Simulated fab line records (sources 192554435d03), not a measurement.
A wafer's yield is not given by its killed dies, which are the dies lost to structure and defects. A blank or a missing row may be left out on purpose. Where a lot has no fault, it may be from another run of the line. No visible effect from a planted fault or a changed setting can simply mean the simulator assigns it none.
One fault through the eyes of 3 desks	flow n5Finfet	numbers are kept per desk, each desk with only its own; the story behind them comes last

THE METROLOGY DESK
Means of the sampled wafers that have a number, per lot and without regard to the tool the lot ran on: this is what the gauges read. The brackets show how far a lot's mean lies from the usual mean; more than 4 standard deviations puts the lot out of limits, marked OUT. Shown here are 7 of its 10 readings, the ones lying furthest out on some lot.
Columns: A = IOFF_N at N5_BEOL_M4_RC_MEAS_101, usual 0.152 nA/um; B = IOFF_P at N5_BEOL_M4_RC_MEAS_101, usual 0.20 nA/um; C = ION_N at N5_BEOL_M4_RC_MEAS_101, usual 672 uA/um; D = ION_P at N5_BEOL_M4_RC_MEAS_101, usual 461 uA/um; E = SS_N at N5_BEOL_M4_RC_MEAS_101, usual 71.4 mV/dec; F = VT_N at N5_BEOL_M4_RC_MEAS_101, usual 251 mV; G = VT_P at N5_BEOL_M4_RC_MEAS_101, usual -251 mV
lot	first seen here	A	B	C	D	E	F	G
L607	day 8 11:07	0.167	0.24	673	464	71.7	250	-247
L609	day 8 23:14	0.179	0.19	679	458	71.6	250	-254
L611	day 9 08:35	0.159	0.23	679	467	71.2	248	-247
L612	day 9 17:50	0.157	0.20	677	462	71.7	248	-250
L617	day 11 00:10	0.132	0.15	654	447	70.7	252	-256
L620	day 11 16:05	0.158	0.20	671	454	71.8	251	-252
L619	day 11 20:35	0.159	0.22	668	462	71.3	251	-250
L624	day 12 11:26	0.131	0.18	670	459	70.9	253	-253
L622	day 12 15:07	0.143	0.19	672	465	72.0	253	-250
L626	day 12 22:13	0.152	0.19	682	466	71.1	251	-251
L628	day 14 06:29	0.119	0.19	665	461	70.9	255	-251
Finding of this desk: none of the 11 lots has anything out of limits.

THE DEFECT DESK
Counts from the inspections along the route, per lot, as means over the sampled wafers that have a number. The brackets show how far a lot's mean lies from the usual mean; more than 4 standard deviations puts the lot out of limits, marked OUT.
Columns: A = rawDefectCount at N5_SDB_INSPECT_13, usual 76
lot	first seen here	A
L607	day 4 06:10	41
L609	day 4 22:00	87
L611	day 5 10:01	93
L612	day 5 14:34	85
L617	day 6 21:16	62
L619	day 7 09:55	58
L620	day 7 13:43	57
L622	day 8 01:25	109
L624	day 8 13:49	93
L626	day 9 00:59	68
L628	day 9 18:41	86
Finding of this desk: none of the 11 lots has anything out of limits.

THE TOOL OWNER'S DESK: cmp-02
The tool's own readings at N5_ILD0_CMP_12 (polishes SiNx, stops on poly-Si, t overpolish 6 s, target thk 17.67 nm): means of the sampled wafers that have a number, for each lot that ran on this tool. The brackets show how far a lot's mean lies from the usual mean; more than 4 standard deviations puts the lot out of limits, marked OUT.
Columns: A = motorCurrentA at N5_ILD0_CMP_12, usual 8.9 A; B = overpolishRunS at N5_ILD0_CMP_12, usual 5.999 s; C = padLifeWafers at N5_ILD0_CMP_12, usual 1148; D = timeToEndpointS at N5_ILD0_CMP_12, usual 29.2 s
lot	first seen here	A	B	C	D
L607	day 4 05:17	8.9	5.996	643	27.0
L611	day 5 09:23	8.5	6.000	861	28.2
L617	day 6 20:27	9.3	6.003	1148	24.9
L619	day 7 09:13	8.7	5.998	1250	22.6
L620	day 7 12:51	8.1	5.994	1284	21.9
Finding of this desk: none of the 5 lots has anything out of limits.

TAKEN TOGETHER
Metrology desk: nothing out of limits seen.
No out-of-limits result turned up at the defect desk.
Nothing out of limits was seen by the tool owner's desk.

WHAT HAD BEEN PUT IN BY THE SIMULATOR
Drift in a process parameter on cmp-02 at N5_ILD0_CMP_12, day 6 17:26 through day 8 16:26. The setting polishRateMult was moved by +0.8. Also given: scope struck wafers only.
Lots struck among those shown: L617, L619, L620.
